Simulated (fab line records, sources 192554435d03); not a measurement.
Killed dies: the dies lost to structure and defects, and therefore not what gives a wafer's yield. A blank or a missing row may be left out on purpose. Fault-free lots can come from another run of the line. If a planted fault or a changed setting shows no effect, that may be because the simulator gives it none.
fab line records	flow n5-finfet
record: lots: 24	wafers: 72	last-day: 18
route steps=1938 shown BEOL_M2@907 BEOL_M3@933
lots with no fault: from the same line, run without faults
start-h: the number of hours between the record's first day and the start of the first shown wafer of the lot	wait-h: hours from the lot's prior step to this one	" identical to the entry in the row above	L1.1+2: a single row standing in for several wafers	- either no value or no given start	* or withheld: withheld	< > ~ a bound
route shown NAME@n: NAME is a module with steps in the file, n the number in the route of the first one	usual: mean/standard deviation taken from wafers without a fault	same: alike in all rows	chamber/n: place in a boat	sites: each site's reading	_std_site: the values' standard deviation	_edge_site: inner sites' mean taken away from outer sites' mean	radius-mm: how far each site lies from the wafer's centre	mask NAME#n: copy n	behind: tool/chamber where the wafer was last shaped	hold: what put the lot on hold/how long, in hours/how the hold closed	device: the n, p or np transistor that did not switch	end of line: the tests these same wafers got at the end of their route	a step given without rows: its recipe and nothing more	killed: dies lost to structure and defects at the first sort, not the wafer's yield	map: dies across one wafer; x = killed, . = not, _ = none there
set.NAME: the run value of the setting; set.NAME@STEP: its run value at that earlier step	model.NAME: the simulator's own value behind a step, which no gauge read
a sample of lots followed through the steps of the route, with each step as a table and each wafer as a row
services: the hour from which a tool's chamber was out of use, counted from the record's first day as start-h (under 0 if before that day), plus the number of hours and why
== steps ==
step: N5_BEOL_M2_ANNEAL_80
recipe: temp-c: 400	time-s: 240	ambient: vacuum
usual: heater-power-w: 808/83	susceptor-temp-C: 400.03/0.23
lot.wafer	tool	chamber	start-h	wait-h	heater-power-w	susceptor-temp-C
L074.2	pvd-sputter-01	-	140.34	0.0	855	399.78
L074.3	"	-	"	"	810	400.26
L074.4	"	-	"	"	867	400.14
L075.1	pvd-sputter-01	-	143.56	0.0	713	400.16
L075.2	"	-	"	"	861	400.13
L075.3	"	-	"	"	811	400.13
L076.1	pvd-sputter-02	-	150.21	0.0	786	399.87
L076.2	"	-	"	"	983	400.08
L076.5	"	-	"	"	874	399.68
L077.3	pvd-sputter-01	-	160.72	0.0	685	399.72
L077.4	"	-	"	"	868	400.26
L077.6	"	-	"	"	858	400.09
L078.4	pvd-sputter-02	-	167.87	0.0	872	400.30
L078.5	"	-	"	"	1006	400.04
L078.6	"	-	"	"	981	400.05
L079.2	pvd-sputter-03	-	172.93	0.0	781	400.04
L079.3	"	-	"	"	811	400.11
L079.6	"	-	"	"	817	400.49
L080.1	pvd-sputter-01	-	175.93	0.0	863	400.73
L080.3	"	-	"	"	812	399.93
L080.4	"	-	"	"	683	399.74
L081.1	pvd-sputter-01	-	186.42	0.0	856	399.61
L081.2	"	-	"	"	702	400.18
L081.6	"	-	"	"	675	400.22
L082.2	pvd-sputter-03	-	190.55	0.0	787	399.97
L082.4	"	-	"	"	765	399.89
L082.5	"	-	"	"	694	400.15
L084.1	pvd-sputter-02	-	192.90	0.0	1035	400.24
L084.5	"	-	"	"	788	400.07
L084.6	"	-	"	"	864	399.52
L083.3	pvd-sputter-01	-	193.01	0.0	862	400.23
L083.4	"	-	"	"	800	400.03
L083.5	"	-	"	"	791	399.61
L085.2	pvd-sputter-01	-	205.39	0.0	853	400.06
L085.4	"	-	"	"	692	400.00
L085.5	"	-	"	"	849	399.90
L086.2	pvd-sputter-02	-	216.18	0.0	1011	400.22
L086.3	"	-	"	"	803	400.03
L086.6	"	-	"	"	793	400.00
L088.1	pvd-sputter-03	-	226.36	0.0	810	400.22
L088.4	"	-	"	"	856	400.18
L088.5	"	-	"	"	687	400.34
L087.2	pvd-sputter-03	-	228.20	0.0	854	400.18
L087.3	"	-	"	"	683	399.93
L087.5	"	-	"	"	850	400.09
L089.2	pvd-sputter-03	-	230.04	0.0	701	399.91
L089.3	"	-	"	"	864	400.10
L089.6	"	-	"	"	696	399.88
L090.2	pvd-sputter-01	-	235.08	0.0	858	399.86
L090.3	"	-	"	"	810	400.15
L090.5	"	-	"	"	864	400.47
L092.1	pvd-sputter-01	-	242.38	0.0	857	399.96
L092.2	"	-	"	"	803	400.10
L092.3	"	-	"	"	887	400.18
L091.1	pvd-sputter-03	-	242.67	0.0	811	399.85
L091.4	"	-	"	"	875	400.00
L091.5	"	-	"	"	807	400.25
L093.3	pvd-sputter-01	-	252.39	0.0	803	400.02
L093.5	"	-	"	"	808	399.95
L093.6	"	-	"	"	687	399.47
L094.1	pvd-sputter-03	-	255.71	0.0	786	400.07
L094.4	"	-	"	"	803	400.05
L094.5	"	-	"	"	809	400.16
L095.2	pvd-sputter-03	-	277.87	0.0	811	400.11
L095.4	"	-	"	"	799	400.08
L095.6	"	-	"	"	696	399.88
L096.1	pvd-sputter-03	-	280.39	0.0	711	400.03
L096.2	"	-	"	"	773	399.49
L096.4	"	-	"	"	788	400.13
L097.2	pvd-sputter-03	-	284.03	0.0	698	400.20
L097.4	"	-	"	"	781	400.00
L097.5	"	-	"	"	788	400.03
step: N5_BEOL_M2_SPUTTER_94
recipe: material: Cu	target-thk-a: 45	temp-c: -20	chamber-pressure-pa: 0.07	power-w: withheld	time-s: 8.29
usual: susceptor-temp-C: -20.00/0.09	throttle-valve-pct: 30.2/0.95
lot.wafer	tool	chamber	start-h	wait-h	susceptor-temp-C	throttle-valve-pct
L074.2	pvd-sputter-01	-	141.58	0.1	-19.92	30.7
L074.3	"	-	"	"	-19.81	29.8
L074.4	"	-	"	"	-19.89	30.7
L075.1	pvd-sputter-01	-	144.80	0.1	-20.02	29.8
L075.2	"	-	"	"	-19.87	30.8
L075.3	"	-	"	"	-19.94	29.8
L076.1	pvd-sputter-02	-	151.45	0.1	-20.13	30.2
L076.2	"	-	"	"	-20.05	30.3
L076.5	"	-	"	"	-20.10	28.1
L077.3	pvd-sputter-01	-	161.96	0.1	-20.08	29.6
L077.4	"	-	"	"	-20.00	30.5
L077.6	"	-	"	"	-20.07	30.7
L078.4	pvd-sputter-02	-	169.11	0.1	-19.96	27.9
L078.5	"	-	"	"	-19.97	33.0
L078.6	"	-	"	"	-20.03	30.8
L079.2	pvd-sputter-03	-	174.17	0.1	-20.00	30.4
L079.3	"	-	"	"	-19.96	30.0
L079.6	"	-	"	"	-19.79	29.9
L080.1	pvd-sputter-01	-	177.22	0.1	-20.00	31.0
L080.3	"	-	"	"	-19.96	30.0
L080.4	"	-	"	"	-19.98	29.7
L081.1	pvd-sputter-01	-	187.66	0.1	-19.86	30.8
L081.2	"	-	"	"	-20.05	29.7
L081.6	"	-	"	"	-20.12	29.7
L082.2	pvd-sputter-03	-	191.79	0.1	-20.09	29.9
L082.4	"	-	"	"	-19.94	30.5
L082.5	"	-	"	"	-20.08	31.1
L084.1	pvd-sputter-02	-	194.14	0.1	-20.18	33.0
L084.5	"	-	"	"	-20.04	30.3
L084.6	"	-	"	"	-19.92	27.9
L083.3	pvd-sputter-01	-	194.25	0.1	-20.01	30.7
L083.4	"	-	"	"	-19.92	29.7
L083.5	"	-	"	"	-19.94	29.7
L085.2	pvd-sputter-01	-	206.63	0.1	-20.01	30.7
L085.4	"	-	"	"	-19.98	29.8
L085.5	"	-	"	"	-20.09	30.6
L086.2	pvd-sputter-02	-	217.42	0.1	-20.01	33.1
L086.3	"	-	"	"	-19.91	30.0
L086.6	"	-	"	"	-19.96	30.1
L088.1	pvd-sputter-03	-	227.60	0.1	-20.11	29.9
L088.4	"	-	"	"	-20.12	29.1
L088.5	"	-	"	"	-20.09	31.0
L087.2	pvd-sputter-03	-	229.44	0.1	-19.97	29.0
L087.3	"	-	"	"	-20.09	31.1
L087.5	"	-	"	"	-19.94	29.2
L089.2	pvd-sputter-03	-	231.28	0.1	-20.01	31.0
L089.3	"	-	"	"	-19.95	28.7
L089.6	"	-	"	"	-19.99	31.0
L090.2	pvd-sputter-01	-	236.32	0.1	-20.09	30.8
L090.3	"	-	"	"	-20.05	29.8
L090.5	"	-	"	"	-19.97	30.6
L092.1	pvd-sputter-01	-	243.62	0.1	-20.00	30.6
L092.2	"	-	"	"	-20.10	30.0
L092.3	"	-	"	"	-20.01	30.8
L091.1	pvd-sputter-03	-	243.91	0.1	-19.90	29.9
L091.4	"	-	"	"	-20.09	28.8
L091.5	"	-	"	"	-19.92	29.9
L093.3	pvd-sputter-01	-	253.63	0.1	-19.97	29.8
L093.5	"	-	"	"	-19.96	29.9
L093.6	"	-	"	"	-19.93	29.6
L094.1	pvd-sputter-03	-	256.95	0.1	-20.14	30.5
L094.4	"	-	"	"	-19.90	30.0
L094.5	"	-	"	"	-20.08	29.9
L095.2	pvd-sputter-03	-	279.11	0.1	-19.85	29.9
L095.4	"	-	"	"	-19.93	30.5
L095.6	"	-	"	"	-20.01	30.9
L096.1	pvd-sputter-03	-	281.63	0.1	-20.02	30.9
L096.2	"	-	"	"	-19.97	30.6
L096.4	"	-	"	"	-20.01	30.1
L097.2	pvd-sputter-03	-	285.27	0.1	-20.04	30.9
L097.4	"	-	"	"	-20.10	30.5
L097.5	"	-	"	"	-19.98	30.5
step: N5_BEOL_M2_ANNEAL_95
recipe: temp-c: 400	time-s: 240	ambient: vacuum
usual: heater-power-w: 809/83	susceptor-temp-C: 400.01/0.24
lot.wafer	tool	chamber	start-h	wait-h	heater-power-w	susceptor-temp-C
L074.2	pvd-sputter-01	-	141.66	0.0	846	399.71
L074.3	"	-	"	"	812	400.04
L074.4	"	-	"	"	848	400.24
L075.1	pvd-sputter-01	-	144.88	0.0	685	400.00
L075.2	"	-	"	"	858	399.68
L075.3	"	-	"	"	816	400.19
L076.1	pvd-sputter-02	-	151.53	0.0	797	399.77
L076.2	"	-	"	"	962	400.26
L076.5	"	-	"	"	879	399.79
L077.3	pvd-sputter-01	-	162.04	0.0	699	400.33
L077.4	"	-	"	"	870	399.83
L077.6	"	-	"	"	858	399.67
L078.4	pvd-sputter-02	-	169.19	0.0	877	400.05
L078.5	"	-	"	"	1020	400.16
L078.6	"	-	"	"	973	400.33
L079.2	pvd-sputter-03	-	174.25	0.0	769	399.97
L079.3	"	-	"	"	818	399.94
L079.6	"	-	"	"	798	400.21
L080.1	pvd-sputter-01	-	177.30	0.0	849	400.62
L080.3	"	-	"	"	779	399.67
L080.4	"	-	"	"	691	399.79
L081.1	pvd-sputter-01	-	187.74	0.0	871	399.63
L081.2	"	-	"	"	676	399.96
L081.6	"	-	"	"	688	400.53
L082.2	pvd-sputter-03	-	191.87	0.0	811	400.04
L082.4	"	-	"	"	783	399.81
L082.5	"	-	"	"	723	399.95
L084.1	pvd-sputter-02	-	194.22	0.0	1016	399.97
L084.5	"	-	"	"	781	400.30
L084.6	"	-	"	"	871	399.89
L083.3	pvd-sputter-01	-	194.33	0.0	846	400.07
L083.4	"	-	"	"	818	400.06
L083.5	"	-	"	"	786	399.90
L085.2	pvd-sputter-01	-	206.71	0.0	867	400.02
L085.4	"	-	"	"	687	399.96
L085.5	"	-	"	"	850	400.11
L086.2	pvd-sputter-02	-	217.50	0.0	1017	399.95
L086.3	"	-	"	"	797	399.86
L086.6	"	-	"	"	779	400.13
L088.1	pvd-sputter-03	-	227.68	0.0	806	400.02
L088.4	"	-	"	"	851	400.08
L088.5	"	-	"	"	693	399.79
L087.2	pvd-sputter-03	-	229.52	0.0	858	400.13
L087.3	"	-	"	"	700	399.74
L087.5	"	-	"	"	861	400.31
L089.2	pvd-sputter-03	-	231.36	0.0	687	399.98
L089.3	"	-	"	"	843	400.07
L089.6	"	-	"	"	698	399.84
L090.2	pvd-sputter-01	-	236.40	0.0	865	400.06
L090.3	"	-	"	"	787	399.72
L090.5	"	-	"	"	845	399.94
L092.1	pvd-sputter-01	-	243.70	0.0	862	399.61
L092.2	"	-	"	"	807	399.87
L092.3	"	-	"	"	861	399.82
L091.1	pvd-sputter-03	-	243.99	0.0	798	399.86
L091.4	"	-	"	"	874	399.92
L091.5	"	-	"	"	797	400.05
L093.3	pvd-sputter-01	-	253.71	0.0	805	400.01
L093.5	"	-	"	"	805	399.95
L093.6	"	-	"	"	684	400.36
L094.1	pvd-sputter-03	-	257.03	0.0	791	400.43
L094.4	"	-	"	"	815	400.15
L094.5	"	-	"	"	791	399.68
L095.2	pvd-sputter-03	-	279.19	0.0	812	400.17
L095.4	"	-	"	"	781	400.05
L095.6	"	-	"	"	709	399.85
L096.1	pvd-sputter-03	-	281.71	0.0	720	400.36
L096.2	"	-	"	"	765	399.86
L096.4	"	-	"	"	820	399.87
L097.2	pvd-sputter-03	-	285.35	0.0	696	399.89
L097.4	"	-	"	"	793	400.17
L097.5	"	-	"	"	791	400.49
step: N5_BEOL_M2_CO_CAP_55
recipe: material: Co	target-thk-a: 20	temp-c: 200	precursor: CCTBA/H2	pressure-torr: 30	time-s: 102.1
usual: heater-power-w: 254/32	susceptor-temp-C: 199.97/0.18
lot.wafer	tool	chamber	start-h	wait-h	heater-power-w	susceptor-temp-C
L074.2	cvd-co-02	0	143.90	0.0	225	200.14
L074.3	"	1	"	"	239	200.01
L074.4	"	0	"	"	234	199.91
L075.1	cvd-co-02	2	145.88	0.0	264	199.80
L075.2	"	1	"	"	230	200.06
L075.3	"	0	"	"	231	199.97
L076.1	cvd-co-02	1	152.53	0.0	231	199.93
L076.2	"	2	"	"	270	199.50
L076.5	"	1	"	"	241	200.08
L077.3	cvd-co-01	2	163.07	0.0	239	199.92
L077.4	"	0	"	"	225	199.63
L077.6	"	1	"	"	319	199.97
L078.4	cvd-co-01	2	170.23	0.0	239	200.10
L078.5	"	1	"	"	319	199.95
L078.6	"	0	"	"	229	200.00
L079.2	cvd-co-02	1	175.25	0.0	236	199.89
L079.3	"	0	"	"	230	199.69
L079.6	"	2	"	"	268	200.08
L080.1	cvd-co-01	1	178.31	0.0	326	200.08
L080.3	"	2	"	"	241	199.88
L080.4	"	2	"	"	241	199.85
L081.1	cvd-co-01	2	189.48	0.0	240	199.99
L081.2	"	1	"	"	317	200.24
L081.6	"	1	"	"	321	200.44
L082.2	cvd-co-02	1	193.08	0.0	235	199.80
L082.4	"	2	"	"	273	200.08
L082.5	"	0	"	"	231	200.07
L084.1	cvd-co-02	1	195.26	0.0	242	200.06
L084.5	"	1	"	"	242	200.01
L084.6	"	2	"	"	267	199.86
L083.3	cvd-co-01	0	195.33	0.0	232	199.87
L083.4	"	2	"	"	244	199.63
L083.5	"	0	"	"	224	200.11
L085.2	cvd-co-02	0	207.73	0.0	228	199.92
L085.4	"	0	"	"	226	200.06
L085.5	"	2	"	"	268	200.04
L086.2	cvd-co-01	0	218.58	0.0	230	199.68
L086.3	"	2	"	"	240	199.91
L086.6	"	1	"	"	313	200.27
L088.1	cvd-co-01	2	228.75	0.0	241	199.86
L088.4	"	2	"	"	236	199.98
L088.5	"	1	"	"	319	200.12
L087.2	cvd-co-01	1	230.84	0.0	316	199.84
L087.3	"	0	"	"	224	200.08
L087.5	"	2	"	"	235	199.53
L089.2	cvd-co-02	2	232.38	0.0	267	200.05
L089.3	"	1	"	"	241	199.97
L089.6	"	1	"	"	235	199.76
L090.2	cvd-co-01	2	237.48	0.0	241	200.03
L090.3	"	1	"	"	311	199.69
L090.5	"	1	"	"	306	200.04
L092.1	cvd-co-02	1	244.73	0.0	237	199.91
L092.2	"	0	"	"	230	199.91
L092.3	"	2	"	"	269	199.87
L091.1	cvd-co-01	2	244.99	0.0	242	200.07
L091.4	"	1	"	"	324	199.57
L091.5	"	0	"	"	227	200.10
L093.3	cvd-co-02	0	254.73	0.0	232	200.23
L093.5	"	2	"	"	263	199.84
L093.6	"	1	"	"	238	199.90
L094.1	cvd-co-02	2	258.10	0.0	261	199.90
L094.4	"	0	"	"	230	199.60
L094.5	"	1	"	"	241	199.97
L095.2	cvd-co-01	1	280.21	0.0	306	199.92
L095.4	"	2	"	"	238	199.91
L095.6	"	1	"	"	311	199.99
L096.1	cvd-co-01	1	282.72	0.0	325	200.00
L096.2	"	0	"	"	230	200.20
L096.4	"	2	"	"	244	199.97
L097.2	cvd-co-01	1	286.46	0.0	320	199.91
L097.4	"	2	"	"	242	199.94
L097.5	"	0	"	"	223	199.96
step: N5_BEOL_M2_INSPECT_59
recipe: inspect-instrument: darkfield	mode: post-dep
usual: raw-defect-count: 73/23
lot.wafer	tool	chamber	start-h	wait-h	raw-defect-count
L074.2	defect-inspect-01	-	144.11	0.0	114
L074.3	"	-	"	"	59
L074.4	"	-	"	"	86
L075.1	defect-inspect-01	-	146.09	0.0	106
L075.2	"	-	"	"	74
L075.3	"	-	"	"	98
L076.1	defect-inspect-01	-	152.74	0.0	79
L076.2	"	-	"	"	69
L076.5	"	-	"	"	62
L077.3	defect-inspect-01	-	163.28	0.0	73
L077.4	"	-	"	"	57
L077.6	"	-	"	"	63
L078.4	defect-inspect-02	-	170.40	0.0	63
L078.5	"	-	"	"	35
L078.6	"	-	"	"	100
L079.2	defect-inspect-01	-	175.46	0.0	45
L079.3	"	-	"	"	40
L079.6	"	-	"	"	47
L080.1	defect-inspect-01	-	178.52	0.0	87
L080.3	"	-	"	"	76
L080.4	"	-	"	"	51
L081.1	defect-inspect-02	-	189.68	0.0	86
L081.2	"	-	"	"	96
L081.6	"	-	"	"	82
L082.2	defect-inspect-01	-	193.29	0.0	99
L082.4	"	-	"	"	50
L082.5	"	-	"	"	44
L084.1	defect-inspect-02	-	195.47	0.0	66
L084.5	"	-	"	"	65
L084.6	"	-	"	"	89
L083.3	defect-inspect-02	-	195.54	0.0	71
L083.4	"	-	"	"	78
L083.5	"	-	"	"	82
L085.2	defect-inspect-01	-	207.94	0.0	55
L085.4	"	-	"	"	99
L085.5	"	-	"	"	74
L086.2	defect-inspect-01	-	218.79	0.0	74
L086.3	"	-	"	"	56
L086.6	"	-	"	"	68
L088.1	defect-inspect-01	-	228.98	0.0	76
L088.4	"	-	"	"	73
L088.5	"	-	"	"	117
L087.2	defect-inspect-01	-	231.05	0.0	73
L087.3	"	-	"	"	39
L087.5	"	-	"	"	33
L089.2	defect-inspect-02	-	232.62	0.0	121
L089.3	"	-	"	"	102
L089.6	"	-	"	"	126
L090.2	defect-inspect-01	-	237.72	0.0	66
L090.3	"	-	"	"	59
L090.5	"	-	"	"	44
L092.1	defect-inspect-01	-	244.94	0.0	63
L092.2	"	-	"	"	35
L092.3	"	-	"	"	48
L091.1	defect-inspect-01	-	245.20	0.0	163
L091.4	"	-	"	"	116
L091.5	"	-	"	"	125
L093.3	defect-inspect-02	-	254.94	0.0	109
L093.5	"	-	"	"	79
L093.6	"	-	"	"	73
L094.1	defect-inspect-01	-	258.34	0.0	64
L094.4	"	-	"	"	45
L094.5	"	-	"	"	67
L095.2	defect-inspect-02	-	280.41	0.0	41
L095.4	"	-	"	"	37
L095.6	"	-	"	"	72
L096.1	defect-inspect-01	-	282.93	0.0	72
L096.2	"	-	"	"	105
L096.4	"	-	"	"	92
L097.2	defect-inspect-02	-	286.69	0.0	125
L097.4	"	-	"	"	89
L097.5	"	-	"	"	77
step: N5_BEOL_M3_PECVD_72
recipe: material: SiO2	target-thk-a: 160	temp-c: 400	precursor: TEOS/O2	pressure-torr: 5.5	rf-w: 450	teos-flow-sccm: 53.8	gas: O2	flow-sccm: 3000	time-s: 18
usual: heater-power-w: 764/110	showerhead-plenum-p-Torr: 8.75/0.044	susceptor-temp-C: 400.02/0.22	throttle-valve-pct: 22.6/1.1
lot.wafer	tool	chamber	start-h	wait-h	heater-power-w	showerhead-plenum-p-Torr	susceptor-temp-C	throttle-valve-pct
L074.2	pecvd-03	2	144.25	0.0	625	8.70	399.91	21.4
L074.3	"	0	"	"	739	8.72	399.80	24.5
L074.4	"	1	"	"	669	8.75	399.92	24.5
L075.1	pecvd-02	2	146.23	0.0	971	8.81	400.31	21.8
L075.2	"	1	"	"	546	8.77	400.20	22.6
L075.3	"	0	"	"	810	8.78	399.84	22.4
L076.1	pecvd-04	1	152.88	0.0	856	8.74	399.97	21.7
L076.2	"	2	"	"	932	8.68	400.14	21.6
L076.5	"	2	"	"	914	8.69	399.90	21.6
L077.3	pecvd-02	1	163.42	0.0	679	8.75	399.99	22.8
L077.4	"	0	"	"	734	8.77	400.04	22.8
L077.6	"	1	"	"	663	8.78	399.96	22.7
L078.4	pecvd-04	1	170.56	0.1	754	8.75	399.79	21.4
L078.5	"	2	"	"	962	8.68	400.04	21.7
L078.6	"	0	"	"	843	8.82	400.36	22.3
L079.2	pecvd-04	1	175.60	0.0	822	8.72	399.79	21.4
L079.3	"	2	"	"	872	8.66	400.03	21.6
L079.6	"	0	"	"	709	8.82	400.47	22.5
L080.1	pecvd-02	0	178.66	0.0	786	8.77	399.67	22.6
L080.3	"	2	"	"	888	8.78	399.94	22.1
L080.4	"	2	"	"	867	8.79	399.85	22.1
L081.1	pecvd-02	2	189.83	0.0	912	8.80	400.15	21.7
L081.2	"	0	"	"	789	8.76	400.03	22.5
L081.6	"	1	"	"	595	8.78	399.94	22.6
L082.2	pecvd-03	1	193.43	0.0	643	8.72	399.86	24.3
L082.4	"	0	"	"	640	8.69	400.00	24.5
L082.5	"	1	"	"	648	8.74	400.07	24.4
L084.1	pecvd-02	1	195.61	0.0	683	8.78	400.41	22.8
L084.5	"	0	"	"	807	8.77	399.94	22.6
L084.6	"	1	"	"	669	8.76	400.59	22.6
L083.3	pecvd-03	2	195.68	0.0	679	8.69	400.03	21.2
L083.4	"	0	"	"	679	8.71	400.17	24.6
L083.5	"	1	"	"	719	8.74	400.07	24.3
L085.2	pecvd-03	0	208.08	0.0	712	8.71	399.97	24.7
L085.4	"	0	"	"	706	8.70	399.53	24.5
L085.5	"	1	"	"	632	8.73	400.09	24.1
L086.2	pecvd-02	2	218.95	0.0	868	8.81	400.26	22.1
L086.3	"	0	"	"	746	8.79	399.89	22.5
L086.6	"	0	"	"	753	8.82	399.97	22.8
L088.1	pecvd-02	1	229.12	0.0	633	8.75	400.29	22.4
L088.4	"	2	"	"	850	8.82	400.26	22.2
L088.5	"	1	"	"	637	8.75	400.29	22.8
L087.2	pecvd-03	1	231.19	0.0	616	8.74	400.02	24.3
L087.3	"	1	"	"	602	8.74	400.12	24.4
L087.5	"	1	"	"	621	8.73	399.98	24.2
L089.2	pecvd-02	1	232.76	0.0	669	8.77	400.11	22.6
L089.3	"	0	"	"	824	8.76	400.43	22.5
L089.6	"	0	"	"	788	8.79	400.13	22.8
L090.2	pecvd-02	2	237.86	0.0	918	8.81	400.33	22.2
L090.3	"	0	"	"	805	8.78	400.01	22.5
L090.5	"	2	"	"	917	8.80	400.25	22.2
L092.1	pecvd-04	2	245.08	0.0	907	8.67	400.14	22.2
L092.2	"	0	"	"	783	8.81	399.84	22.6
L092.3	"	1	"	"	843	8.74	400.55	21.7
L091.1	pecvd-02	0	245.34	0.0	740	8.79	399.89	22.4
L091.4	"	1	"	"	688	8.77	400.23	22.6
L091.5	"	2	"	"	931	8.80	400.05	22.0
L093.3	pecvd-04	1	255.10	0.1	755	8.72	399.98	21.5
L093.5	"	1	"	"	737	8.74	400.01	21.6
L093.6	"	2	"	"	828	8.68	400.30	21.5
L094.1	pecvd-03	0	258.49	0.0	668	8.69	400.26	24.8
L094.4	"	0	"	"	671	8.70	400.01	25.0
L094.5	"	2	"	"	652	8.66	399.80	19.9
L095.2	pecvd-04	1	280.56	0.0	861	8.71	400.02	21.6
L095.4	"	0	"	"	740	8.80	400.13	23.0
L095.6	"	2	"	"	920	8.68	399.95	22.0
L096.1	pecvd-04	2	283.07	0.0	958	8.67	399.66	21.9
L096.2	"	0	"	"	734	8.80	400.36	23.0
L096.4	"	1	"	"	870	8.74	400.37	21.5
L097.2	pecvd-02	1	286.83	0.0	638	8.78	399.93	22.7
L097.4	"	0	"	"	801	8.81	399.80	22.4
L097.5	"	1	"	"	642	8.75	400.04	22.6
== services ==
tool	chamber	start-h	hours	kind
pecvd-04	0	124.85	5.0	scheduled-down
pecvd-04	-	127.70	0.8	pm
pvd-sputter-03	-	134.61	4.0	repair
cvd-co-01	-	136.95	16.5	repair
pecvd-02	-	137.13	1.7	repair
pecvd-02	1	151.52	2.1	scheduled-down
pecvd-04	-	200.20	0.3	repair
pecvd-03	2	202.38	-	clean
pecvd-03	2	202.38	-	consumable-replace:showerhead
pecvd-03	2	202.38	29.0	scheduled-down
pecvd-03	2	202.38	29.0	vent-cycle
cvd-co-01	-	206.43	0.5	repair
pecvd-04	1	230.26	5.5	scheduled-down
pecvd-02	0	253.33	6.3	repair
pecvd-04	0	254.36	4.9	repair
pecvd-04	2	259.74	5.0	scheduled-down
pecvd-03	1	275.23	2.1	scheduled-down
== key ==
fault none
